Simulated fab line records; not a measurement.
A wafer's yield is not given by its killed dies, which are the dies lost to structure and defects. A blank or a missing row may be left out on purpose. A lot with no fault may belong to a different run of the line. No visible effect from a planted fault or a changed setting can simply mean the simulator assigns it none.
What tool caused it? || flow nand harc || 6 lots with 17 wafers sampled at 4 steps, on a route of 1302 steps

== WHAT THE GAUGES SHOWED, per wafer ==
NHARC_END_SORT_01.
{"lot": "L386", "measured": "day 26 19:26", "on": "prober-01", "killed at periphery": "3 3 1"}
{"lot": "L397", "measured": "day 32 05:13", "on": "prober-01", "killed at periphery": 8}
{"lot": "L399", "measured": "day 32 18:08", "on": "prober-01", "killed at periphery": 4}

== TOOL THAT RAN EACH LOT (tool first, then ch and the chambers of the sampled wafers, then the start) ==
{"lot": "L386", "NHARC_A_WL_FILL_ALD_00": "ald hk-04 ch 0,2,3, day 22 08:28", "NHARC_A_WL_FILL_ETCHBACK_05": "rie metal-03 ch 1, day 22 10:10", "NHARC_A_WL_FILL_ALD_10": "ald hk-04 ch 0,2,3, day 22 18:34"}
{"lot": "L385", "NHARC_A_WL_FILL_ALD_00": "ald hk-04 ch 0,2,3, day 23 06:32", "NHARC_A_WL_FILL_ETCHBACK_05": "rie metal-01 ch 0,1, day 23 08:04", "NHARC_A_WL_FILL_ALD_10": "ald hk-03 ch 1,2,3, day 23 12:43"}
{"lot": "L390", "NHARC_A_WL_FILL_ALD_00": "ald hk-04 ch 2,3, day 24 16:55", "NHARC_A_WL_FILL_ETCHBACK_05": "rie metal-02 ch 0, day 24 18:29", "NHARC_A_WL_FILL_ALD_10": "ald hk-01 ch 1,3, day 25 02:49"}
{"lot": "L397", "NHARC_A_WL_FILL_ALD_00": "ald hk-04 ch 0,1,2, day 27 22:37", "NHARC_A_WL_FILL_ETCHBACK_05": "rie metal-02 ch 0,1, day 28 00:22", "NHARC_A_WL_FILL_ALD_10": "ald hk-03 ch 0,1, day 28 05:07"}
{"lot": "L399", "NHARC_A_WL_FILL_ALD_00": "ald hk-03 ch 1,3, day 28 15:31", "NHARC_A_WL_FILL_ETCHBACK_05": "rie metal-03 ch 0,1, day 28 17:01", "NHARC_A_WL_FILL_ALD_10": "ald hk-01 ch 0,1,2, day 29 00:37"}
{"lot": "L402", "NHARC_A_WL_FILL_ALD_00": "ald hk-04 ch 0,2,3, day 29 18:56", "NHARC_A_WL_FILL_ETCHBACK_05": "rie metal-02 ch 0,1, day 29 20:28", "NHARC_A_WL_FILL_ALD_10": "ald hk-01 ch 0,3, day 30 01:40"}
- NHARC_A_WL_FILL_ALD_00: deposits Al2O3, target thk 3 nm, pulse time 3 s, ald cycles 30.
- NHARC_A_WL_FILL_ETCHBACK_05: etches the open film in Cl2/BCl3, target depth 22 nm, time 60 s.
- NHARC_A_WL_FILL_ALD_10: deposits SiO2, target thk 50 nm, pulse time 10 s, ald cycles 500.

== THE ANSWER, worked out from the rows above alone ==
Rule: what is usual is taken from the lots themselves. Put in order of their means at a reading, lots are off if they are a third of the lots or fewer, leave a main group of 4 or more, and stand apart from it by a gap of 3 or more times the standard deviation of the main group's means; of several such gaps the widest counts. Not used: any main group whose means are identical at the precision the tables above print for the reading. A lot without any number at a reading at which 4 lots or more have one is off too. The other lots that the step has rows for count as sound.
None of the lots is off at any reading shown; this tells nothing.

== WHAT WAS PUT IN BY THE SIMULATOR ==
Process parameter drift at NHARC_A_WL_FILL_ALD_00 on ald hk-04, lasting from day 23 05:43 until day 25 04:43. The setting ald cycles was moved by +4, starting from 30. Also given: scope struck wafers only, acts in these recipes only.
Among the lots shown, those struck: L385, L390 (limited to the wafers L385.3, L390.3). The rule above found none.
